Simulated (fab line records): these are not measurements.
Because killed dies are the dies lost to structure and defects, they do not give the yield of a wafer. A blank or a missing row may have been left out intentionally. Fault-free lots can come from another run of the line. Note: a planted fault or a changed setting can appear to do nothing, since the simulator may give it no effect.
What tool caused it? / flow n5_finfet / 24 lots with 72 wafers sampled at 4 steps, on a route of 1938 steps

== WHAT EACH GAUGE READ, for each wafer ==
N5_BEOL_M8_CD_MEAS_35: target cd 40 nm. Usual: cd_nm 39.9 nm, standard deviation 0.44.
lot=L074; measured=day 9 14:50; on=cd_sem-01; cd_nm (nm)=40.1 39.4 39.7; flag=
lot=L076; measured=day 10 05:20; on=cd_sem-01; cd_nm (nm)=39.9 39.9 40.4; flag=
lot=L075; measured=day 10 23:34; on=cd_sem-01; cd_nm (nm)=39.3 39.0 40.2; flag=
lot=L078; measured=day 11 00:04; on=cd_sem-02; cd_nm (nm)=40.2 40.0 39.6; flag=
lot=L077; measured=day 11 10:29; on=cd_sem-03; cd_nm (nm)=39.8 39.8 39.5; flag=
lot=L083; measured=day 12 00:50; on=cd_sem-03; cd_nm (nm)=39.7 39.8 40.0; flag=
lot=L079; measured=day 12 06:41; on=cd_sem-03; cd_nm (nm)=40.8 40.4 40.4; flag=
lot=L081; measured=day 12 09:10; on=cd_sem-03; cd_nm (nm)=40.1 40.3 39.8; flag=
lot=L080; measured=day 12 11:40; on=cd_sem-02; cd_nm (nm)=40.1 40.5 40.2; flag=
lot=L084; measured=day 13 01:06; on=cd_sem-01; cd_nm (nm)=40.1 40.1 40.3; flag=
lot=L082; measured=day 13 01:27; on=cd_sem-01; cd_nm (nm)=39.9 40.3 40.6; flag=
lot=L087; measured=day 13 01:51; on=cd_sem-02; cd_nm (nm)=38.6 39.2 39.3; flag=
lot=L085; measured=day 13 11:13; on=cd_sem-02; cd_nm (nm)=40.2 40.4 40.4; flag=
lot=L086; measured=day 13 16:51; on=cd_sem-03; cd_nm (nm)=40.0 39.7 39.4; flag=
lot=L090; measured=day 13 23:16; on=cd_sem-03; cd_nm (nm)=39.4 39.1 39.5; flag=
lot=L088; measured=day 13 23:02; on=cd_sem-02; cd_nm (nm)=40.0 40.3 40.5; flag=
lot=L089; measured=day 14 08:07; on=cd_sem-03; cd_nm (nm)=40.5 40.7 40.5; flag=
lot=L091; measured=day 14 22:21; on=cd_sem-01; cd_nm (nm)=39.8 40.0 40.2; flag=
lot=L092; measured=day 14 22:31; on=cd_sem-02; cd_nm (nm)=40.5 40.3 40.1; flag=
lot=L093; measured=day 15 03:01; on=cd_sem-02; cd_nm (nm)=40.8 40.3 40.5; flag=
lot=L096; measured=day 15 08:25; on=cd_sem-02; cd_nm (nm)=39.3 39.5 39.5; flag=
lot=L094; measured=day 15 08:39; on=cd_sem-02; cd_nm (nm)=39.6 40.0 40.2; flag=
lot=L095; measured=day 15 10:12; on=cd_sem-03; cd_nm (nm)=39.7 40.3 39.5; flag=
lot=L097; measured=day 16 05:13; on=cd_sem-03; cd_nm (nm)=40.0 39.6 40.5; flag=

N5_BEOL_M8_THK_MEAS_53: measures by xrf. Usual: M8_THK typically reads 80.7 nm, with standard deviation 1.6.
lot=L074; measured=day 9 17:37; on=film_metro-02; M8_THK (nm)=78.5 77.7 77.9; flag=
lot=L076; measured=day 10 08:00; on=film_metro-02; M8_THK (nm)=80.6 79.1 81.4; flag=
lot=L075; measured=day 11 05:12; on=film_metro-01; M8_THK (nm)=79.6 81.1 79.3; flag=
lot=L078; measured=day 11 05:25; on=film_metro-02; M8_THK (nm)=82.4 80.4 82.9; flag=
lot=L077; measured=day 11 13:18; on=film_metro-01; M8_THK (nm)=78.7 80.7 80.6; flag=
lot=L083; measured=day 12 04:58; on=film_metro-02; M8_THK (nm)=81.4 80.9 80.5; flag=
lot=L079; measured=day 12 09:25; on=film_metro-02; M8_THK (nm)=82.0 80.8 81.4; flag=
lot=L081; measured=day 12 13:17; on=film_metro-01; M8_THK (nm)=79.1 81.6 81.9; flag=
lot=L080; measured=day 12 15:23; on=film_metro-01; M8_THK (nm)=76.0 79.3 77.2; flag=
lot=L084; measured=day 13 04:06; on=film_metro-02; M8_THK (nm)=79.9 80.1 79.3; flag=
lot=L082; measured=day 13 04:17; on=film_metro-01; M8_THK (nm)=81.4 84.3 82.7; flag=
lot=L087; measured=day 13 04:50; on=film_metro-01; M8_THK (nm)=81.2 82.3 82.8; flag=
lot=L085; measured=day 13 13:34; on=film_metro-02; M8_THK (nm)=80.9 79.7 78.4; flag=
lot=L086; measured=day 13 19:39; on=film_metro-01; M8_THK (nm)=82.5 83.8 83.8; flag=
lot=L090; measured=day 14 03:17; on=film_metro-02; M8_THK (nm)=81.5 81.2 80.5; flag=
lot=L088; measured=day 14 02:54; on=film_metro-02; M8_THK (nm)=78.8 79.8 82.0; flag=
lot=L089; measured=day 14 11:22; on=film_metro-02; M8_THK (nm)=79.8 80.5 81.2; flag=
lot=L091; measured=day 15 00:30; on=film_metro-01; M8_THK (nm)=78.1 79.3 80.9; flag=
lot=L092; measured=day 15 00:59; on=film_metro-01; M8_THK (nm)=81.6 79.0 79.9; flag=
lot=L093; measured=day 15 05:41; on=film_metro-02; M8_THK (nm)=81.0 81.4 81.1; flag=
lot=L096; measured=day 15 10:16; on=film_metro-02; M8_THK (nm)=78.7 79.1 80.3; flag=
lot=L094; measured=day 15 11:39; on=film_metro-02; M8_THK (nm)=79.2 82.1 78.5; flag=
lot=L095; measured=day 15 12:26; on=film_metro-02; M8_THK (nm)=79.4 78.9 81.9; flag=
lot=L097; measured=day 16 09:31; on=film_metro-01; M8_THK (nm)=79.7 79.6 81.7; flag=

== WHAT TOOL EACH LOT RAN ON (gives the tool, then ch and the chambers of the sampled wafers, and finally the start) ==
lot=L074; N5_BEOL_M8_PECVD_70=pecvd-03 ch 0, day 9 10:08; N5_BEOL_M8_SURFACE_TREAT_79=pvd_sputter-01, day 9 16:34
lot=L076; N5_BEOL_M8_PECVD_70=pecvd-02 ch 0,2, day 10 00:22; N5_BEOL_M8_SURFACE_TREAT_79=pvd_sputter-01, day 10 06:49
lot=L075; N5_BEOL_M8_PECVD_70=pecvd-03 ch 0,1, day 10 19:34; N5_BEOL_M8_SURFACE_TREAT_79=pvd_sputter-03, day 11 04:04
lot=L078; N5_BEOL_M8_PECVD_70=pecvd-03 ch 0,2, day 10 20:52; N5_BEOL_M8_SURFACE_TREAT_79=pvd_sputter-03, day 11 04:07
lot=L077; N5_BEOL_M8_PECVD_70=pecvd-04 ch 0,1, day 11 06:48; N5_BEOL_M8_SURFACE_TREAT_79=pvd_sputter-02, day 11 11:46
lot=L083; N5_BEOL_M8_PECVD_70=pecvd-04 ch 0,1,2, day 11 19:42; N5_BEOL_M8_SURFACE_TREAT_79=pvd_sputter-01, day 12 01:50
lot=L079; N5_BEOL_M8_PECVD_70=pecvd-02 ch 0,1,2, day 11 22:11; N5_BEOL_M8_SURFACE_TREAT_79=pvd_sputter-01, day 12 08:16
lot=L081; N5_BEOL_M8_PECVD_70=pecvd-02 ch 0,2, day 12 05:27; N5_BEOL_M8_SURFACE_TREAT_79=pvd_sputter-02, day 12 11:52
lot=L080; N5_BEOL_M8_PECVD_70=pecvd-02 ch 0,2, day 12 09:14; N5_BEOL_M8_SURFACE_TREAT_79=pvd_sputter-02, day 12 12:37
lot=L084; N5_BEOL_M8_PECVD_70=pecvd-04 ch 0,1,2, day 12 18:25; N5_BEOL_M8_SURFACE_TREAT_79=pvd_sputter-02, day 13 02:11
lot=L082; N5_BEOL_M8_PECVD_70=pecvd-03 ch 0,2, day 12 18:41; N5_BEOL_M8_SURFACE_TREAT_79=pvd_sputter-02, day 13 02:23
lot=L087; N5_BEOL_M8_PECVD_70=pecvd-02 ch 0,1,2, day 12 19:19; N5_BEOL_M8_SURFACE_TREAT_79=pvd_sputter-03, day 13 02:57
lot=L085; N5_BEOL_M8_PECVD_70=pecvd-02 ch 0,2, day 13 07:28; N5_BEOL_M8_SURFACE_TREAT_79=pvd_sputter-02, day 13 12:14
lot=L086; N5_BEOL_M8_PECVD_70=pecvd-04 ch 1,2, day 13 13:02; N5_BEOL_M8_SURFACE_TREAT_79=pvd_sputter-01, day 13 17:55
lot=L090; N5_BEOL_M8_PECVD_70=pecvd-04 ch 0,1, day 13 18:05; N5_BEOL_M8_SURFACE_TREAT_79=pvd_sputter-02, day 14 02:16
lot=L088; N5_BEOL_M8_PECVD_70=pecvd-03 ch 0,1,2, day 13 18:55; N5_BEOL_M8_SURFACE_TREAT_79=pvd_sputter-02, day 14 01:49
lot=L089; N5_BEOL_M8_PECVD_70=pecvd-04 ch 0,1, day 14 03:18; N5_BEOL_M8_SURFACE_TREAT_79=pvd_sputter-02, day 14 09:11
lot=L091; N5_BEOL_M8_PECVD_70=pecvd-02 ch 0,2, day 14 16:51; N5_BEOL_M8_SURFACE_TREAT_79=pvd_sputter-01, day 14 23:17
lot=L092; N5_BEOL_M8_PECVD_70=pecvd-04 ch 0,1,2, day 14 19:22; N5_BEOL_M8_SURFACE_TREAT_79=pvd_sputter-01, day 14 23:36
lot=L093; N5_BEOL_M8_PECVD_70=pecvd-02 ch 0,1, day 15 00:10; N5_BEOL_M8_SURFACE_TREAT_79=pvd_sputter-03, day 15 04:24
lot=L096; N5_BEOL_M8_PECVD_70=pecvd-02 ch 0,1,2, day 15 01:10; N5_BEOL_M8_SURFACE_TREAT_79=pvd_sputter-02, day 15 09:14
lot=L094; N5_BEOL_M8_PECVD_70=pecvd-03 ch 0,1, day 15 02:30; N5_BEOL_M8_SURFACE_TREAT_79=pvd_sputter-02, day 15 10:13
lot=L095; N5_BEOL_M8_PECVD_70=pecvd-04 ch 0,1,2, day 15 05:28; N5_BEOL_M8_SURFACE_TREAT_79=pvd_sputter-02, day 15 11:22
lot=L097; N5_BEOL_M8_PECVD_70=pecvd-03 ch 1,2, day 16 02:16; N5_BEOL_M8_SURFACE_TREAT_79=pvd_sputter-02, day 16 08:22
- N5_BEOL_M8_PECVD_70: deposits SiO2 from TEOS/O2, target thk 20 nm, time 22.7 s.
- N5_BEOL_M8_SURFACE_TREAT_79

== WHAT THE TOOLS THEMSELVES READ (means of the sampled wafers that have a number; where no wafer has one, the mark that the record gives instead) ==
N5_BEOL_M8_PECVD_70. Usual: heater_power_w 668 W, standard deviation 75; showerhead_plenum_p_Torr 8.78 Torr, standard deviation 0.087; throttle_valve_pct 22.6 %, standard deviation 1.4.
lot=L074; tool=pecvd-03; heater_power_w (W)=725; showerhead_plenum_p_Torr (Torr)=8.85; throttle_valve_pct (%)=24.7; flag=
lot=L076; tool=pecvd-02; heater_power_w (W)=734; showerhead_plenum_p_Torr (Torr)=8.82; throttle_valve_pct (%)=22.8; flag=
lot=L075; tool=pecvd-03; heater_power_w (W)=691; showerhead_plenum_p_Torr (Torr)=8.84; throttle_valve_pct (%)=24.0; flag=
lot=L078; tool=pecvd-03; heater_power_w (W)=646; showerhead_plenum_p_Torr (Torr)=8.84; throttle_valve_pct (%)=23.3; flag=
lot=L077; tool=pecvd-04; heater_power_w (W)=586; showerhead_plenum_p_Torr (Torr)=8.62; throttle_valve_pct (%)=22.9; flag=
lot=L083; tool=pecvd-04; heater_power_w (W)=588; showerhead_plenum_p_Torr (Torr)=8.70; throttle_valve_pct (%)=22.0; flag=
lot=L079; tool=pecvd-02; heater_power_w (W)=729; showerhead_plenum_p_Torr (Torr)=8.82; throttle_valve_pct (%)=23.3; flag=
lot=L081; tool=pecvd-02; heater_power_w (W)=736; showerhead_plenum_p_Torr (Torr)=8.76; throttle_valve_pct (%)=22.8; flag=
lot=L080; tool=pecvd-02; heater_power_w (W)=745; showerhead_plenum_p_Torr (Torr)=8.78; throttle_valve_pct (%)=22.7; flag=
lot=L084; tool=pecvd-04; heater_power_w (W)=569; showerhead_plenum_p_Torr (Torr)=8.71; throttle_valve_pct (%)=22.1; flag=
lot=L082; tool=pecvd-03; heater_power_w (W)=727; showerhead_plenum_p_Torr (Torr)=8.84; throttle_valve_pct (%)=23.3; flag=
lot=L087; tool=pecvd-02; heater_power_w (W)=747; showerhead_plenum_p_Torr (Torr)=8.82; throttle_valve_pct (%)=23.2; flag=
lot=L085; tool=pecvd-02; heater_power_w (W)=713; showerhead_plenum_p_Torr (Torr)=8.81; throttle_valve_pct (%)=23.1; flag=
lot=L086; tool=pecvd-04; heater_power_w (W)=602; showerhead_plenum_p_Torr (Torr)=8.77; throttle_valve_pct (%)=20.8; flag=
lot=L090; tool=pecvd-04; heater_power_w (W)=537; showerhead_plenum_p_Torr (Torr)=8.72; throttle_valve_pct (%)=22.9; flag=
lot=L088; tool=pecvd-03; heater_power_w (W)=711; showerhead_plenum_p_Torr (Torr)=8.82; throttle_valve_pct (%)=22.6; flag=
lot=L089; tool=pecvd-04; heater_power_w (W)=606; showerhead_plenum_p_Torr (Torr)=8.71; throttle_valve_pct (%)=22.7; flag=
lot=L091; tool=pecvd-02; heater_power_w (W)=692; showerhead_plenum_p_Torr (Torr)=8.77; throttle_valve_pct (%)=22.9; flag=
lot=L092; tool=pecvd-04; heater_power_w (W)=590; showerhead_plenum_p_Torr (Torr)=8.70; throttle_valve_pct (%)=22.0; flag=
lot=L093; tool=pecvd-02; heater_power_w (W)=725; showerhead_plenum_p_Torr (Torr)=8.78; throttle_valve_pct (%)=22.9; flag=
lot=L096; tool=pecvd-02; heater_power_w (W)=759; showerhead_plenum_p_Torr (Torr)=8.81; throttle_valve_pct (%)=23.2; flag=
lot=L094; tool=pecvd-03; heater_power_w (W)=716; showerhead_plenum_p_Torr (Torr)=8.84; throttle_valve_pct (%)=23.9; flag=
lot=L095; tool=pecvd-04; heater_power_w (W)=609; showerhead_plenum_p_Torr (Torr)=8.70; throttle_valve_pct (%)=22.0; flag=
lot=L097; tool=pecvd-03; heater_power_w (W)=709; showerhead_plenum_p_Torr (Torr)=8.80; throttle_valve_pct (%)=21.0; flag=

== THE ANSWER, worked out from the rows above alone ==
Rule: a lot counts as off when the mean over its wafers that have a number is more than 3 standard deviations away from the usual mean. A lot without any number at a reading at which 4 lots or more have one is off too. Any other lot the step has rows for is counted as sound. The gauges are gone through in route order, then the tools' own readings, and for those a lot's mean is taken as printed above. The first step at which some lot is off is used, and at that step the reading that is off furthest; a lot without a number counts as furthest.
No lot is off at any reading shown: from this, nothing can be told.

== WHAT THE SIMULATOR HAD INSERTED ==
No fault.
